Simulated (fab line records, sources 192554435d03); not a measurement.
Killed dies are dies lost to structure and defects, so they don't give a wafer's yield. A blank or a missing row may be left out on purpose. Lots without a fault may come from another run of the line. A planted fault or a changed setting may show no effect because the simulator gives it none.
Split-lot experiment | flow n5_finfet | 7 lots, 21 wafers read, on a route of 1938 steps

THE SPLIT
At N5_BEOL_M14_EXPOSE_07 (exposes mask V13), the setting dose_mj was moved away from the recipe's 57 on 4 of the 21 wafers read, by -5.0% to +5.8%. The other wafers ran this setting at the recipe's value.

FROM THE SPLIT TO THE READING: what the file shows between them, 11 steps
- N5_BEOL_M14_PEB_08: peb time 90 s
- N5_BEOL_M14_DEVELOP_09: develop time 45 s
- N5_BEOL_M14_HARDBAKE_14: time 120 s
- N5_BEOL_M14_CD_MEAS_10: target cd 250 nm
- N5_BEOL_M14_DESCUM_15: chemistry O2, time 7.9 s
- N5_BEOL_M14_ETCH_59: etches BARC in N2/H2, target depth 89 nm, overetch 26.7 nm, time 67.9 s
- N5_BEOL_M14_VIA_ETCH_16: etches SiO2 in C4F8/O2/Ar, target depth 1231.3 nm
- N5_BEOL_M14_STRIP_63: strips in O2
- N5_BEOL_M14_STRIP_64: strips in O2
- N5_BEOL_M14_STRIP_71: strips in post etch residue remover, time 60 s
- N5_BEOL_M14_SRD_72: time 30 s, dry time 30 s

THE READING
cd_nm, in nm, at N5_BEOL_M14_CD_MEAS_17 (target cd 250 nm). Fault-free wafers of this fab line usually give 250.7 nm, standard deviation 2.1 nm.

wafer  | tool, chamber at the split | dose_mj as run | against the recipe | cd_nm, nm | against lot-mates on the recipe
L074.1 | krf_scanner-01, 0          | 57             | recipe             | 248.8     | -
L074.2 | krf_scanner-01, 0          | 57             | recipe             | 252.7     | -
L074.3 | krf_scanner-01, 0          | 57             | recipe             | 250.4     | -
L076.1 | krf_scanner-01, 0          | 60.32          | +5.8%              | 263.9     | +12.5
L076.5 | krf_scanner-01, 0          | 57             | recipe             | 252.5     | -
L076.6 | krf_scanner-01, 0          | 57             | recipe             | 250.3     | -
L080.2 | krf_scanner-01, 0          | 54.13          | -5.0%              | 243.7     | -5.3
L080.4 | krf_scanner-01, 0          | 54.13          | -5.0%              | 237.6     | -11.4
L080.5 | krf_scanner-01, 0          | 57             | recipe             | 249.0     | -
L090.2 | krf_scanner-02, 0          | 57             | recipe             | 253.6     | -
L090.3 | krf_scanner-02, 0          | 57             | recipe             | 251.7     | -
L090.4 | krf_scanner-02, 0          | 57             | recipe             | 253.5     | -
L089.2 | krf_scanner-02, 0          | 57             | recipe             | 250.1     | -
L089.4 | krf_scanner-02, 0          | 57             | recipe             | 250.3     | -
L089.6 | krf_scanner-02, 0          | 57             | recipe             | 248.0     | -
L092.1 | krf_scanner-02, 0          | 57             | recipe             | 246.7     | -
L092.2 | krf_scanner-02, 0          | 57             | recipe             | 246.2     | -
L092.6 | krf_scanner-02, 0          | 55.35          | -2.9%              | 245.1     | -1.3
L093.2 | krf_scanner-02, 0          | 57             | recipe             | 249.5     | -
L093.3 | krf_scanner-02, 0          | 57             | recipe             | 249.8     | -
L093.6 | krf_scanner-02, 0          | 57             | recipe             | 249.3     | -

THE FIT
A straight line over all 21 wafers: cd_nm changes by +2.06 nm for each +1% of dose_mj; r = +0.89; the points scatter about the line by 2.3 nm.
The same after taking each lot's own level away (the mean of its wafers on the recipe; 21 wafers): +1.75 nm for each +1%; r = +0.92; scatter 1.7 nm.
On that fit, the largest move of dose_mj shifts the reading by 10 nm.
The lots' own levels span 246.45 to 252.93 nm, that is 3.1 times the standard deviation above.
So the lot-to-lot level changes the slope: the two fits differ.
Check: with one of the wafers moved furthest among these (+5.8%) left out of the fit, the line predicts +8.84 nm for it against its lot-mates. It came out at +12.5 nm against them.

OTHER SPLITS ON THESE WAFERS
These wafers also went through other splits before the reading. Each is held against what the fit with the lots' levels taken away leaves over:
other split on the same wafers | wafers away from the commonest value | r with cd_nm (lot level and that fit taken away)
N5_BEOL_M14_ILD_DEP_00 temp_c  | 5                                    | +0.07

THE WHOLE CHAIN: every reading that the file lists as answering this split, in the file's order
step                   | what it does     | reading | change (the file's fit)              | r (the file's)
N5_BEOL_M14_CD_MEAS_10 | target cd 250 nm | cd_nm   | +1.66 nm for each +1% of the setting | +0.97
N5_BEOL_M14_CD_MEAS_17 | target cd 250 nm | cd_nm   | +1.75 nm for each +1% of the setting | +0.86

THE FILE'S OWN FIT
cd_nm changes by +1.75 nm for each +1% of dose_mj, r = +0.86.
